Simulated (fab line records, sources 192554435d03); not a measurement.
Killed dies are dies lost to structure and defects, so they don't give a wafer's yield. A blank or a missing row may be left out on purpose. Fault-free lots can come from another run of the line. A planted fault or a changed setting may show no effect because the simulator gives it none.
Split-lot study || flow n5Finfet || on a route of 1938 steps: 7 lots, 21 wafers read

== THE SPLIT ==
At N5_DUMMY_GATE_CVD_03 (deposits a-Si from SiH4, target thk 150 nm, time 8042 s), the setting tempC was moved away from the recipe's 530 C on 12 of the 21 wafers read, by -2.4% to +3.8%. All remaining wafers had this setting at the recipe value.

The reading is taken at the split's own step.

== THE READING ==
a-Si_of_DUMMY_GATE_CVD_03.thkNm (the simulator's own value, which no gauge read), in nm, at N5_DUMMY_GATE_CVD_03 (deposits a-Si from SiH4, target thk 150 nm, time 8042 s). There is no usual value for it anywhere in the file. Here, 9 wafers ran the recipe; their average is 148.6 nm with a standard deviation of 1 nm.

{"wafer": "L075.1", "tool, chamber at the split": "-, -", "tempC as run, C": 546.4, "against the recipe": "+3.1%", "a-Si_of_DUMMY_GATE_CVD_03.thkNm, nm": 232, "against lot-mates on the recipe": "no lot-mate on the recipe"}
{"wafer": "L075.3", "tool, chamber at the split": "-, -", "tempC as run, C": 546.4, "against the recipe": "+3.1%", "a-Si_of_DUMMY_GATE_CVD_03.thkNm, nm": 233.4, "against lot-mates on the recipe": "no lot-mate on the recipe"}
{"wafer": "L075.5", "tool, chamber at the split": "-, -", "tempC as run, C": 546.4, "against the recipe": "+3.1%", "a-Si_of_DUMMY_GATE_CVD_03.thkNm, nm": 233.2, "against lot-mates on the recipe": "no lot-mate on the recipe"}
{"wafer": "L081.1", "tool, chamber at the split": "-, -", "tempC as run, C": 530, "against the recipe": "recipe", "a-Si_of_DUMMY_GATE_CVD_03.thkNm, nm": 149.6, "against lot-mates on the recipe": "-"}
{"wafer": "L081.2", "tool, chamber at the split": "-, -", "tempC as run, C": 530, "against the recipe": "recipe", "a-Si_of_DUMMY_GATE_CVD_03.thkNm, nm": 149.8, "against lot-mates on the recipe": "-"}
{"wafer": "L081.5", "tool, chamber at the split": "-, -", "tempC as run, C": 530, "against the recipe": "recipe", "a-Si_of_DUMMY_GATE_CVD_03.thkNm, nm": 149.8, "against lot-mates on the recipe": "-"}
{"wafer": "L085.1", "tool, chamber at the split": "-, -", "tempC as run, C": 530, "against the recipe": "recipe", "a-Si_of_DUMMY_GATE_CVD_03.thkNm, nm": 147.6, "against lot-mates on the recipe": "-"}
{"wafer": "L085.2", "tool, chamber at the split": "-, -", "tempC as run, C": 530, "against the recipe": "recipe", "a-Si_of_DUMMY_GATE_CVD_03.thkNm, nm": 147.6, "against lot-mates on the recipe": "-"}
{"wafer": "L085.5", "tool, chamber at the split": "-, -", "tempC as run, C": 530, "against the recipe": "recipe", "a-Si_of_DUMMY_GATE_CVD_03.thkNm, nm": 147.2, "against lot-mates on the recipe": "-"}
{"wafer": "L086.2", "tool, chamber at the split": "lpcvd-01, 0/95", "tempC as run, C": 530, "against the recipe": "recipe", "a-Si_of_DUMMY_GATE_CVD_03.thkNm, nm": 149.6, "against lot-mates on the recipe": "-"}
{"wafer": "L086.3", "tool, chamber at the split": "lpcvd-01, 0/100", "tempC as run, C": 530, "against the recipe": "recipe", "a-Si_of_DUMMY_GATE_CVD_03.thkNm, nm": 148.4, "against lot-mates on the recipe": "-"}
{"wafer": "L086.5", "tool, chamber at the split": "lpcvd-01, 0/109", "tempC as run, C": 530, "against the recipe": "recipe", "a-Si_of_DUMMY_GATE_CVD_03.thkNm, nm": 148.2, "against lot-mates on the recipe": "-"}
{"wafer": "L090.1", "tool, chamber at the split": "-, -", "tempC as run, C": 550.1, "against the recipe": "+3.8%", "a-Si_of_DUMMY_GATE_CVD_03.thkNm, nm": 260.6, "against lot-mates on the recipe": "no lot-mate on the recipe"}
{"wafer": "L090.3", "tool, chamber at the split": "-, -", "tempC as run, C": 550.1, "against the recipe": "+3.8%", "a-Si_of_DUMMY_GATE_CVD_03.thkNm, nm": 260.4, "against lot-mates on the recipe": "no lot-mate on the recipe"}
{"wafer": "L090.5", "tool, chamber at the split": "-, -", "tempC as run, C": 550.1, "against the recipe": "+3.8%", "a-Si_of_DUMMY_GATE_CVD_03.thkNm, nm": 260.8, "against lot-mates on the recipe": "no lot-mate on the recipe"}
{"wafer": "L093.2", "tool, chamber at the split": "-, -", "tempC as run, C": 543.4, "against the recipe": "+2.5%", "a-Si_of_DUMMY_GATE_CVD_03.thkNm, nm": 217.8, "against lot-mates on the recipe": "no lot-mate on the recipe"}
{"wafer": "L093.4", "tool, chamber at the split": "-, -", "tempC as run, C": 543.4, "against the recipe": "+2.5%", "a-Si_of_DUMMY_GATE_CVD_03.thkNm, nm": 216.2, "against lot-mates on the recipe": "no lot-mate on the recipe"}
{"wafer": "L093.6", "tool, chamber at the split": "-, -", "tempC as run, C": 543.4, "against the recipe": "+2.5%", "a-Si_of_DUMMY_GATE_CVD_03.thkNm, nm": 217, "against lot-mates on the recipe": "no lot-mate on the recipe"}
{"wafer": "L096.1", "tool, chamber at the split": "-, -", "tempC as run, C": 517.1, "against the recipe": "-2.4%", "a-Si_of_DUMMY_GATE_CVD_03.thkNm, nm": 103.6, "against lot-mates on the recipe": "no lot-mate on the recipe"}
{"wafer": "L096.2", "tool, chamber at the split": "-, -", "tempC as run, C": 517.1, "against the recipe": "-2.4%", "a-Si_of_DUMMY_GATE_CVD_03.thkNm, nm": 101.4, "against lot-mates on the recipe": "no lot-mate on the recipe"}
{"wafer": "L096.3", "tool, chamber at the split": "-, -", "tempC as run, C": 517.1, "against the recipe": "-2.4%", "a-Si_of_DUMMY_GATE_CVD_03.thkNm, nm": 101.4, "against lot-mates on the recipe": "no lot-mate on the recipe"}

THE FIT
A straight line over all 21 wafers: a-Si_of_DUMMY_GATE_CVD_03.thkNm changes by +25.7 nm for each +1% of tempC; r = +0.99; the points scatter about the line by 6.8 nm.
Too few moved wafers with a lot-mate on the recipe to fit a line net of each lot's own level.

== THE FILE'S OWN FIT ==
a-Si_of_DUMMY_GATE_CVD_03.thkNm changes by +25.7 nm for each +1% of tempC, r = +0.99.
